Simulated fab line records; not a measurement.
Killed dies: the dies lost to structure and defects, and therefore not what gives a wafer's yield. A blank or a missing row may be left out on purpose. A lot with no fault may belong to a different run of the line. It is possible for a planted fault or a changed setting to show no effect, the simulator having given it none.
One fault through the eyes of 2 desks | flow n5_finfet | what lay behind the numbers comes last; until then each desk has only its own

== AT THE METROLOGY DESK ==
Means of the sampled wafers that have a number, per lot and without regard to the tool the lot ran on: this is what the gauges read. Marked OUT: a lot whose mean sits more than 4 standard deviations from the usual mean, which makes it out of limits; the brackets give that distance. Readings shown: 7 of its 10, picked as those furthest out on some lot.
Columns: A = DIBL_P at N5_BEOL_M4_RC_MEAS_101, usual 36.7 mV/V; B = IOFF_N at N5_BEOL_M4_RC_MEAS_101, usual 0.16 nA/um; C = ION_N at N5_BEOL_M4_RC_MEAS_101, usual 673 uA/um; D = SS_N at N5_BEOL_M4_RC_MEAS_101, usual 71.5 mV/dec; E = SS_P at N5_BEOL_M4_RC_MEAS_101, usual 73.4 mV/dec; F = VT_N at N5_BEOL_M4_RC_MEAS_101, usual 250 mV; G = VT_P at N5_BEOL_M4_RC_MEAS_101, usual -251 mV
lot  | first seen here | A    | B    | C   | D    | E    | F   | G
L377 | day 8 12:34     | 36.8 | 0.17 | 686 | 71.7 | 73.9 | 250 | -253
L383 | day 10 00:22    | 37.4 | 0.16 | 667 | 71.8 | 73.8 | 253 | -251
L384 | day 10 02:14    | 38.1 | 0.19 | 677 | 71.0 | 73.6 | 247 | -251
L387 | day 10 21:15    | 31.5 | 0.12 | 666 | 70.6 | 72.5 | 254 | -249
L386 | day 11 02:02    | 37.0 | 0.19 | 683 | 71.7 | 73.6 | 248 | -251
L391 | day 12 06:11    | 35.5 | 0.14 | 680 | 71.1 | 73.4 | 251 | -254
L395 | day 13 08:08    | 35.6 | 0.16 | 674 | 71.4 | 73.0 | 249 | -249
L398 | day 14 13:20    | 37.0 | 0.15 | 668 | 71.3 | 73.2 | 252 | -256
Finding of this desk: none of the 8 lots has anything out of limits.

== FOR THE TOOL OWNER'S DESK: rie_diel-02 ==
The tool's own readings at N5_BEOL_M1_VIA_ETCH_34 (etches the open film in C4F6/O2, target depth 67.8 nm, time 64.4 s): means of the sampled wafers that have a number, for each lot that ran on this tool. Marked OUT: a lot whose mean sits more than 4 standard deviations from the usual mean, which makes it out of limits; the brackets give that distance.
Columns: A = bias_w at N5_BEOL_M1_VIA_ETCH_34, usual 170.1 W; B = drypump_motor_current_A at N5_BEOL_M1_VIA_ETCH_34, usual 5.8 A; C = oes_product_au at N5_BEOL_M1_VIA_ETCH_34, usual 0.76 a.u.; D = rf_vpp_V at N5_BEOL_M1_VIA_ETCH_34, usual 665 V; E = showerhead_plenum_p_Torr at N5_BEOL_M1_VIA_ETCH_34, usual 2.83 Torr; F = throttle_valve_pct at N5_BEOL_M1_VIA_ETCH_34, usual 30.8 %
lot  | first seen here | A               | B   | C    | D   | E    | F
L377 | day 6 12:19     | 170.1           | 6.0 | 0.79 | 658 | 2.92 | 30.8
L383 | day 8 06:22     | 145.7 (-47) OUT | 5.5 | 0.79 | 589 | 2.83 | 30.7
L384 | day 8 11:25     | 145.7 (-47) OUT | 5.5 | 0.73 | 598 | 2.71 | 30.6
L386 | day 9 12:14     | 146.2 (-46) OUT | 5.9 | 0.74 | 591 | 2.83 | 30.9
L398 | day 12 07:20    | 170.0           | 5.7 | 0.74 | 672 | 2.76 | 30.8
This desk finds L383, L384, L386 out of limits, L383 being first, at day 8 06:22 (bias_w at N5_BEOL_M1_VIA_ETCH_34). In limits: L377, L398.

== PUT TOGETHER ==
The tool owner's desk had the chance to raise an alarm at day 8 06:22 on L383, L384, L386.
From the metrology desk's view, nothing was out of limits.
The metrology desk has L383, L384, L386 on record, within its limits.
On rie_diel-02, each named lot ran N5_BEOL_M1_VIA_ETCH_34.

== WHAT WAS PUT IN BY THE SIMULATOR ==
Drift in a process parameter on rie_diel-02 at N5_BEOL_M1_VIA_ETCH_34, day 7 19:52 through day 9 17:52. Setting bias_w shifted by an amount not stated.
Struck lots among those shown: L383, L384, L386.
Each desk's first reading out of limits, in hours after the fault started: the tool owner's desk, 10.
